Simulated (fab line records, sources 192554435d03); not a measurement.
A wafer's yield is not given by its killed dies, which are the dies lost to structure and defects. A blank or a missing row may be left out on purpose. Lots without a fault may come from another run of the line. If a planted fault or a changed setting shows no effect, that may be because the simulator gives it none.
Matching of chambers -- flow n5_finfet -- 4 sister chambers for N5_BEOL_M4_DESCUM_33 on rie_diel-04
The step chemistry O2, time 7 s. 7 wafers are shown with their chamber, then 9 later ones without.

EACH WAFER AND ITS CHAMBER
wafer,chamber,throttle_valve_pct (%),oes_product_au (a.u.)
L074.2,2,20.60,0.81
L081.6,1,19.97,0.84
L083.1,1,19.99,0.83
L083.5,0,20.36,0.85
L088.2,3,20.06,0.90
L088.5,3,20.05,0.90
L088.6,0,20.36,0.85

WAFERS WHOSE CHAMBER IS MISSING
wafer,throttle_valve_pct (%),oes_product_au (a.u.)
L087.1,20.07,0.90
L087.2,20.38,0.85
L087.3,20.01,0.83
L090.2,20.38,0.83
L090.3,20.64,0.79
L090.6,20.02,0.82
L094.1,20.39,0.82
L094.3,20.10,0.87
L094.4,20.66,0.77

EACH ONE'S CHAMBER
wafer,from the rows above,in truth
L087.1,3,3
L087.2,0,0
L087.3,1,1
L090.2,0,0
L090.3,2,2
L090.6,1,1
L094.1,0,0
L094.3,3,3
L094.4,2,2
Correct placement for 9 of the 9. Left unplaced by these rows: 0. Wrongly placed: 0.
How it was worked out, from the rows above alone: a wafer's distance from a chamber is the root of the sum, over the readings, of the square of ((its reading less the chamber's mean) divided by the reading's scatter). If the next closest chamber is less than 2 further off than the closest, the wafer can't be placed; otherwise it belongs to the closest. Each chamber's mean is taken over the wafers shown for it. How the scatter is found: for the shown wafers, subtract from each reading the mean of its chamber, square and add these, divide the total by (wafers less chambers), then take the root.
